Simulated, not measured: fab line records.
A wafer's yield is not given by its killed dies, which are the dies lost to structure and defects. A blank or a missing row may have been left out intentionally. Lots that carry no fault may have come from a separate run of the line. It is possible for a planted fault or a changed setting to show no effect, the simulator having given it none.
Struck lot and sound lot, side by side / flow n5Finfet / 16 out of 1938 route steps
Sound: wafers L851.1, L851.2, L851.5. Wafers L858.4, L858.6 were the ones struck. The cause comes at the end.
Each step with rows lists, per side, the tool, then ch with its chambers, then its first start. Under that, the readings that differ: sound wafers / struck wafers / difference of the means / sigmas: that difference in standard deviations of wafers without a fault.
alike: same words and numbers on both sides, and readings whose means sit less than 2 such deviations apart. not compared: any withheld reading, any reading some wafer has no value for, any bound like >300 that may hide the same value, and any number with overlapping values for which the record gives no deviation.
The two part at a step that has a row with sigmas, a row that says differs or no value, or rows on one side only. Numbers that don't overlap but have no deviation are shown without sigmas and don't part them. A reading that every wafer of one side lacks parts them only if that side has two wafers or more.

first, 1 step without rows for these wafers: N5_BEOL_M3_SPUTTER_90 (material Cu, target thk 4.5 nm, time 8.29 s).
N5_BEOL_M3_ANNEAL_91: time 240 s.
  sound on pvdSputter-02 at day 9 19:13; struck on pvdSputter-02 at day 11 14:39
  alike: heaterPowerW
N5_BEOL_M3_SPUTTER_92: material Cu, target thk 4.5 nm, time 8.29 s.
  sound on pvdSputter-02 at day 9 19:22; struck on pvdSputter-02 at day 11 14:47
  alike: throttleValvePct
then, 3 steps without rows for these wafers: N5_BEOL_M3_ANNEAL_93 (time 240 s); N5_BEOL_M3_SPUTTER_94 (material Cu, target thk 4.5 nm, time 8.29 s); N5_BEOL_M3_ANNEAL_95 (time 240 s).
N5_BEOL_M3_SPUTTER_96: material Cu, target thk 4.5 nm, time 8.29 s.
  sound on pvdSputter-02 at day 9 19:48; struck on pvdSputter-02 at day 11 15:14
  alike: throttleValvePct
then, 2 steps without rows for these wafers: N5_BEOL_M3_ECD_50 (material Cu, target thk 300 nm); N5_BEOL_M3_ANNEAL_51 (time 90 s).
N5_BEOL_M3_CMP_52: polishes, stops on SiOC, t overpolish 6.8 s, target thk 40 nm.
  sound on cmp-01 ch 0,1,3, day 9 20:17; struck on cmp-03 ch 1,2, day 11 16:02
  alike: barrierFieldEndpointS, clearingPlatenDownForcePsi, motorCurrentA, overpolishRunS, slurryFlowMlMin, timeToEndpointS
N5_BEOL_M3_THK_MEAS_53: measures by xrf.
  sound on filmMetro-01 at day 9 20:35; struck on filmMetro-01 at day 11 16:17
reading=M3_THK (nm); sound=38.5 37.6 41.3; struck=42.7 42.2; difference=+3.3; sigmas=+2
N5_BEOL_M3_PRE_CLEAN_60: time 15 s.
  sound on cvdCo-02 ch 0,1,2, day 9 20:37; struck on cvdCo-02 ch 0,2, day 11 16:20
  alike: heaterPowerW
N5_BEOL_M3_CO_CAP_55: material Co, precursor CCTBA/H2, target thk 2 nm, time 102.1 s.
  sound on cvdCo-02 ch 0,1,2, day 9 20:40; struck on cvdCo-02 ch 0,2, day 11 16:24
reading=runLengthS (s); sound=124.6 125.0 124.3; struck=85.2 84.3; difference=-39.9; sigmas=-99 or more
reading=model.Co_of_BEOL_M3_CO_CAP_55.thkNm (nm); sound=2.2 2 2; struck=1.2 1.2; difference=-0.9; sigmas=
  alike: heaterPowerW
then, 1 step without rows for these wafers: N5_BEOL_M3_PRE_CLEAN_56 (time 15 s).
N5_BEOL_M4_RC_MEAS_101:
  sound on prober-01 ch 0, day 10 05:02; struck on prober-01 ch 0, day 13 02:48
  alike: DIBL_N, DIBL_P, IOFF_N, IOFF_P, ION_N, ION_P, SS_N, SS_P, VT_N, VT_P
-- the record jumps here: 4 days lie between the struck wafers' starts before and after (it left off in module BEOL_M4 and takes up again in module PASSIVATION, whose first step shown is number 1936 of the route) --
N5_PASSIVATION_PROBE_49:
  the record has rows for the struck wafers here (prober-01, day 17 12:03) and none for the sound ones

## WHERE THEY PART
Last at N5_PASSIVATION_PROBE_49 as far as this record goes, first at N5_BEOL_M3_THK_MEAS_53.

WHY: what the simulator had put in
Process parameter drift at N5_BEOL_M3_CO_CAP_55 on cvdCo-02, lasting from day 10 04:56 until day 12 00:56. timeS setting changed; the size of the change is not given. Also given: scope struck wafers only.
